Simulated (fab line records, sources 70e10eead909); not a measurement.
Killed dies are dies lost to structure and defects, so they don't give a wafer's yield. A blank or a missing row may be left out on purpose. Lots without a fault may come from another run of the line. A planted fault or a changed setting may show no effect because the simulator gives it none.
fab line records | flow nand_harc | part 2 of 2: steps 23 to 36 of 36
record lots=5 wafers=15 last_day=33
route steps=1302 shown A_SGD_CUT@897 A_SLIT@922
lots that met no fault: from a run of the same line without faults
start_h: hours from the record's first day to the start of the lot's first wafer shown | wait_h: hours since the lot's step before | " the same as in the row above | L1.1+2: a row that stands for several wafers | - no value, or no start given | * or withheld: withheld | < > ~ a bound
route shown NAME@n: a module of which the file shows steps, and the number in the route of the first | usual: mean/standard deviation of fault-free wafers | same: alike in all rows | chamber/n: place in a boat | sites: the reading at each site | _std_site: their standard deviation | _edge_site: outer sites' mean less inner sites' | radius_mm: how far each site lies from the wafer's centre | mask NAME#n: copy n | behind: the tool/chamber that last shaped the wafer | hold: why the lot was held/for how many hours/how that ended | device: the transistor (n, p or np) that didn't switch | end of line: the same wafers' tests at the end of the route | a step without rows: its recipe alone | killed: dies lost to structure and defects at the first sort, not the wafer's yield | map: a wafer's dies, x killed, . not, _ none there
set.NAME: the setting as run; set.NAME@STEP: as run at that earlier step | model.NAME: the simulator's own value behind a step, which no gauge read
lots at some steps of the route; a table a step, a row a wafer
services: from which hour (start_h, from the record's first day; less than 0 if before it) a tool's chamber was out of use, for how many hours, and why
## steps
# step NHARC_A_SGD_CUT_ETCHBACK_24
# recipe target_depth_a=500 over_etch_frac=0.3 time_s=92.857 ion_energy_ev=120 ch3f_flow_sccm=50 o2_flow_sccm=30 ar_flow_sccm=200 rf_w=500 bias_w=100 chemistry=CH3F/O2
# usual ch3f_flow_sccm=50.02/0.14 drypump_motor_current_A=5.8/0.46 oes_product_au=0.97/0.034 rf_vpp_V=243.8/1.3 showerhead_plenum_p_Torr=2.42/0.081 throttle_valve_pct=20.664/0.0094
# columns lot.wafer tool chamber start_h wait_h ch3f_flow_sccm drypump_motor_current_A oes_product_au rf_hours_counter_h rf_vpp_V showerhead_plenum_p_Torr throttle_valve_pct
L079.1 rie_diel-09 1 493.96 0.2 50.00 5.7 0.91 6 243.6 2.39 20.648
L079.3 " 3 " " 49.92 6.5 0.92 6 241.9 2.30 20.663
L079.6 " 0 " " 50.12 6.5 0.97 - 245.3 2.54 20.668
L084.1 rie_diel-08 1 544.52 0.1 50.07 5.7 1.00 11 241.7 2.29 20.660
L084.2 " 3 " " 49.75 5.6 1.01 10 243.9 2.40 20.672
L084.6 " 1 " " 50.11 5.7 1.01 - 242.0 2.29 20.656
L089.2 rie_diel-11 3 580.55 0.2 49.99 5.9 0.99 11 244.2 2.53 20.666
L089.3 " 0 " " 50.32 6.4 1.00 10 246.1 2.47 20.664
L089.5 " 1 " " 50.13 5.5 1.02 - 242.9 2.45 20.671
L092.3 rie_diel-11 1 624.68 0.2 49.94 5.5 1.00 1 245.1 2.45 20.668
L092.2 " 3 " " 49.95 5.9 1.00 1 244.5 2.53 20.662
L092.1 " 0 " " 49.99 6.4 1.01 1 245.1 2.47 20.638
L095.3 rie_diel-11 0 660.68 0.1 49.99 6.4 1.00 4 245.0 2.47 20.668
L095.6 " 0 " " 50.14 6.4 1.00 - 244.8 2.47 20.659
L095.5 " 1 " " 50.15 5.5 1.01 - 246.6 2.45 20.679
# step NHARC_A_SGD_CUT_STRIP_28
# recipe time_s=20 o2_flow_sccm=500 ar_flow_sccm=0 bias_w=0 chemistry=O2
# usual drypump_motor_current_A=5.8/0.47 oes_product_au=1.001/0.0073 rf_vpp_V=57.7/0.97 showerhead_plenum_p_Torr=3.47/0.11 throttle_valve_pct=17.034/0.0089
# columns lot.wafer tool chamber start_h wait_h drypump_motor_current_A oes_product_au rf_hours_counter_h rf_vpp_V showerhead_plenum_p_Torr throttle_valve_pct
L079.1 rie_diel-09 2 - - 5.2 0.992 6 56.4 3.41 17.032
L079.3 " 0 " " 6.4 0.992 5 57.4 3.64 17.033
L079.6 " 1 " " 5.8 0.991 - 57.7 3.43 17.035
L084.2 rie_diel-08 3 - - 5.6 0.998 10 58.1 3.45 17.041
L084.1 " 1 " " 5.7 0.993 11 56.6 3.29 17.035
L084.6 " 3 " " 5.6 1.006 - 57.3 3.45 17.043
L089.2 rie_diel-11 1 - - 5.5 1.009 11 56.5 3.52 17.037
L089.3 " 3 " " 5.9 0.997 11 58.3 3.63 17.022
L089.5 " 1 " " 5.5 1.015 - 58.7 3.52 17.035
L092.2 rie_diel-11 2 - - 5.8 1.004 1 56.9 3.44 17.035
L092.1 " 3 " " 5.9 1.005 1 56.9 3.63 17.018
L092.3 " 1 " " 5.5 1.006 1 56.3 3.52 17.036
L095.3 rie_diel-11 2 - - 5.8 1.004 5 56.5 3.44 17.045
L095.5 " 2 " " 5.8 1.006 - 58.7 3.44 17.031
L095.6 " 3 " " 5.9 1.014 - 57.5 3.63 17.033
# step NHARC_A_SGD_CUT_INSPECT_25
# usual raw_defect_count=370/69
# columns lot.wafer tool chamber start_h wait_h raw_defect_count
L079.1 defect_inspect-01 - 494.19 - 333
L079.3 " - " " 355
L079.6 " - " " 392
L084.1 defect_inspect-01 - 544.80 - 335
L084.2 " - " " 342
L084.6 " - " " 287
L089.2 defect_inspect-01 - 580.77 - 235
L089.3 " - " " 226
L089.5 " - " " 254
L092.1 defect_inspect-02 - 624.92 - 425
L092.2 " - " " 396
L092.3 " - " " 437
L095.3 defect_inspect-02 - 660.92 - 294
L095.5 " - " " 220
L095.6 " - " " 348
# step NHARC_A_SLIT_DEP_25
# recipe target_thk_a=2000 temp_c=400 pressure_torr=6.5 rf_w=900 teos_flow_sccm=161.4 flow_sccm=2650 target_thk_nm=200 gas=O2 material=SiO2
# usual heater_power_w=588/78 showerhead_vpp_V=1838/100 throttle_valve_pct=15.8/0.51
# columns lot.wafer tool chamber start_h wait_h heater_power_w showerhead_vpp_V throttle_valve_pct
L079.3 pecvd-02 0 494.30 0.1 583 1702 15.6
L079.1 " 1 " " 471 2083 16.1
L079.6 " 2 " " 615 1625 16.5
L084.1 pecvd-03 2 544.91 0.1 548 1895 15.6
L084.2 " 0 " " 688 1799 16.1
L084.6 " 1 " " 530 1774 15.5
L089.3 pecvd-03 1 580.87 0.1 570 1766 14.4
L089.2 " 2 " " 606 1904 15.5
L089.5 " 2 " " 621 1906 15.4
L092.2 pecvd-02 2 624.99 0.1 637 1678 16.5
L092.3 " 0 " " 627 1702 15.7
L092.1 " 1 " " 397 2089 15.8
L095.3 pecvd-01 1 660.99 0.1 666 1797 16.7
L095.6 " 2 " " 525 1796 16.1
L095.5 " 0 " " 506 1915 15.5
# step NHARC_A_SLIT_DEP_00
# recipe target_thk_a=62000 temp_c=400 material=aC
# usual throttle_valve_pct=35.001/0.0088
# columns lot.wafer tool chamber start_h wait_h throttle_valve_pct
L079.1 acl_dep-01 0 494.78 - 35.001
L079.3 " 0 496.05 - 34.998
L079.6 " 0 497.96 - 34.993
L084.1 acl_dep-01 0 546.21 - 35.008
L084.2 " 0 " " 34.996
L084.6 " 0 549.37 - 35.004
L089.2 acl_dep-03 0 581.81 - 35.012
L089.3 " 0 " " 35.004
L089.5 " 0 583.71 - 34.998
L092.1 acl_dep-03 0 626.41 - 34.996
L092.2 " 0 " " 35.002
L092.3 " 0 " " 35.005
L095.3 acl_dep-01 0 662.59 - 35.014
L095.5 " 0 663.85 - 35.003
L095.6 " 0 " " 34.998
# step NHARC_A_SLIT_DEP_23
# recipe target_thk_a=1000 target_thk_nm=100 temp_c=400 pressure_torr=3.5 flow_sccm=200 rf_w=350 material=SiON
# usual heater_power_w=773/82 showerhead_vpp_V=1143/74
# columns lot.wafer tool chamber start_h wait_h heater_power_w showerhead_vpp_V
L079.1 pecvd-03 2 498.65 3.2 815 1228
L079.3 " 0 " " 887 1121
L079.6 " 0 " " 876 1130
L084.1 pecvd-02 2 550.03 3.2 726 1056
L084.2 " 1 " " 640 1299
L084.6 " 1 " " 661 1279
L089.2 pecvd-01 2 585.03 2.6 779 1120
L089.3 " 0 " " 664 1199
L089.5 " 2 " " 801 1145
L092.3 pecvd-03 1 630.25 1.9 850 1112
L092.2 " 2 " " 847 1212
L092.1 " 0 " " 774 1127
L095.3 pecvd-01 2 665.16 1.9 870 1110
L095.5 " 2 " " 712 1105
L095.6 " 0 " " 686 1212
# step NHARC_A_SLIT_DEHYDRATE_01
# recipe temp_c=150 time_s=120
# columns lot.wafer tool chamber start_h wait_h
L079.1+3+6 litho_track-06 0 498.89 0.2
L084.1+2+6 litho_track-06 0 550.30 0.2
L089.2+3+5 litho_track-04 0 585.27 0.2
L092.1+2+3 litho_track-06 0 630.51 0.2
L095.3+5+6 litho_track-01 0 665.41 0.2
# step NHARC_A_SLIT_HMDS_02
# recipe time_s=30
# columns lot.wafer tool chamber start_h wait_h
L079.1+3+6 litho_track-06 0 - -
L084.1+2+6 litho_track-06 0 - -
L089.2+3+5 litho_track-04 0 - -
L092.1+2+3 litho_track-06 0 - -
L095.3+5+6 litho_track-01 0 - -
# step NHARC_A_SLIT_COAT_03
# recipe spin_rpm=1500 resist_thk_nm=90
# columns lot.wafer tool chamber start_h wait_h
L079.1+3+6 litho_track-06 0 - -
L084.1+2+6 litho_track-06 0 - -
L089.2+3+5 litho_track-04 0 - -
L092.1+2+3 litho_track-06 0 - -
L095.3+5+6 litho_track-01 0 - -
# step NHARC_A_SLIT_SOFTBAKE_04
# recipe temp_c=105 time_s=55
# columns lot.wafer tool chamber start_h wait_h
L079.1+3+6 litho_track-06 0 - -
L084.1+2+6 litho_track-06 0 - -
L089.2+3+5 litho_track-04 0 - -
L092.1+2+3 litho_track-06 0 - -
L095.3+5+6 litho_track-01 0 - -
# step NHARC_A_SLIT_EBR_05
# columns lot.wafer tool chamber start_h wait_h
L079.1+3+6 litho_track-06 0 - -
L084.1+2+6 litho_track-06 0 - -
L089.2+3+5 litho_track-04 0 - -
L092.1+2+3 litho_track-06 0 - -
L095.3+5+6 litho_track-01 0 - -
# step NHARC_A_SLIT_EXPOSE_06
# recipe na=1.35 dose_mj=60.82 mask_id=SLIT
# columns lot.wafer tool chamber start_h wait_h mask
L079.1+3+6 arfi_scanner-02 0 499.16 - SLIT#0
L084.1+2+6 arfi_scanner-02 0 550.57 - SLIT#0
L089.2+3+5 arfi_scanner-03 0 585.55 - SLIT#0
L092.1+2+3 arfi_scanner-03 0 630.78 - SLIT#0
L095.3+5+6 arfi_scanner-03 0 665.68 - SLIT#0
# step NHARC_A_SLIT_PEB_07
# recipe peb_temp_c=100 peb_time_s=65
# columns lot.wafer tool chamber start_h wait_h
L079.1+3+6 litho_track-01 0 499.22 0.1
L084.1+2+6 litho_track-04 0 550.63 0.1
L089.2+3+5 litho_track-06 0 585.60 0.1
L092.1+2+3 litho_track-01 0 630.84 0.1
L095.3+5+6 litho_track-01 0 665.73 0.0
# step NHARC_A_SLIT_DEVELOP_08
# recipe develop_time_s=35 dev_temp_c=23
# columns lot.wafer tool chamber start_h wait_h
L079.1+3+6 litho_track-01 0 - -
L084.1+2+6 litho_track-04 0 - -
L089.2+3+5 litho_track-06 0 - -
L092.1+2+3 litho_track-01 0 - -
L095.3+5+6 litho_track-01 0 - -
## services
# columns tool chamber start_h hours kind
rie_diel-11 1 470.48 1.9 repair
rie_diel-11 1 472.48 6.6 repair
rie_diel-09 - 477.95 0.5 repair
rie_diel-09 0 486.36 6.4 repair
rie_diel-08 3 495.83 8.4 repair
rie_diel-09 - 497.10 9.0 pm
litho_track-01 - 505.00 7.0 pm
rie_diel-11 1 509.15 2.6 repair
rie_diel-09 2 512.51 36.8 repair
litho_track-06 - 529.00 7.0 pm
rie_diel-11 0 531.12 12.0 repair
rie_diel-09 - 543.34 0.5 repair
rie_diel-08 - 544.80 9.0 pm
rie_diel-09 - 552.39 0.6 repair
litho_track-04 - 553.00 7.0 pm
rie_diel-09 1 556.03 7.7 repair
rie_diel-11 - 609.50 9.0 pm
wet_bench-05 - 612.80 8.0 pm
rie_diel-08 3 622.53 9.8 repair
wet_bench-01 - 629.60 8.0 pm
rie_diel-08 1 633.67 10.1 repair
rie_diel-08 1 644.34 4.9 repair
rie_diel-08 3 653.73 4.9 repair
wet_bench-05 - 661.24 1.5 repair
